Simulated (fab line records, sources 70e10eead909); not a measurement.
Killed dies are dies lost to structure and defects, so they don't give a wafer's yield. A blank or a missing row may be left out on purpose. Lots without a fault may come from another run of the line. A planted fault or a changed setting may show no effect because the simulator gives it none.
One fault seen from 2 desks | flow nand_harc | each desk has only its own numbers; what lay behind them comes last

THE TOOL OWNER'S DESK: rie_diel-10
The tool's own readings at NHARC_A_CONTACT_ETCH_92 (etches the open film in CH3F/O2, target depth 40 nm, time 85.7 s): means of the sampled wafers that have a number, for each lot that ran on this tool. A lot is out of limits, marked OUT, if its mean lies more than 4 standard deviations from the usual mean; the brackets give that distance.
Columns: A = drypump_motor_current_A at NHARC_A_CONTACT_ETCH_92, usual 5.76 A; B = oes_product_au at NHARC_A_CONTACT_ETCH_92, usual 0.94 a.u.; C = rf_vpp_V at NHARC_A_CONTACT_ETCH_92, usual 245.1 V; D = showerhead_plenum_p_Torr at NHARC_A_CONTACT_ETCH_92, usual 2.51 Torr; E = throttle_valve_pct at NHARC_A_CONTACT_ETCH_92, usual 20.664 %
lot  | first seen here | A    | B    | C     | D    | E
L579 | day 17 07:07    | 5.86 | 0.94 | 245.7 | 2.53 | 20.669
L584 | day 17 18:49    | 5.84 | 0.93 | 245.9 | 2.53 | 20.655
L583 | day 17 19:20    | 5.70 | 0.93 | 244.6 | 2.50 | 20.665
L582 | day 17 21:42    | 5.62 | 0.93 | 244.8 | 2.55 | 20.660
L588 | day 19 12:26    | 5.65 | 0.93 | 245.0 | 2.52 | 20.659
L590 | day 19 17:55    | 5.60 | 0.91 | 245.5 | 2.54 | 20.666
L589 | day 20 01:22    | 5.66 | 0.93 | 245.3 | 2.52 | 20.660
This desk's finding: nothing out of limits on any of the 7 lots.

THE METROLOGY DESK
What the gauges read, lot by lot, whatever tool the lot ran on: means of the sampled wafers that have a number. A lot is out of limits, marked OUT, if its mean lies more than 4 standard deviations from the usual mean; the brackets give that distance.
Columns: A = thk_nm at NHARC_THIN_TSV_THK_MEAS_02, usual 2981 nm
lot  | first seen here | A
L578 | day 18 06:23    | 2841
L579 | day 18 16:29    | 3286
L581 | day 18 23:56    | 2961
L584 | day 19 01:08    | 3018
L583 | day 19 04:28    | 2974
L582 | day 19 10:31    | 3047
L588 | day 20 23:25    | 2962
L590 | day 21 09:17    | 3068
L592 | day 21 10:30    | 3187
L589 | day 21 11:43    | 3074
L598 | day 23 18:28    | 3285
L597 | day 24 05:53    | 2945
L600 | day 24 07:05    | 2862
This desk's finding: nothing out of limits on any of the 13 lots.

PUT TOGETHER
The tool owner's desk saw nothing out of limits.
The metrology desk saw nothing out of limits.

WHAT THE SIMULATOR HAD PUT IN
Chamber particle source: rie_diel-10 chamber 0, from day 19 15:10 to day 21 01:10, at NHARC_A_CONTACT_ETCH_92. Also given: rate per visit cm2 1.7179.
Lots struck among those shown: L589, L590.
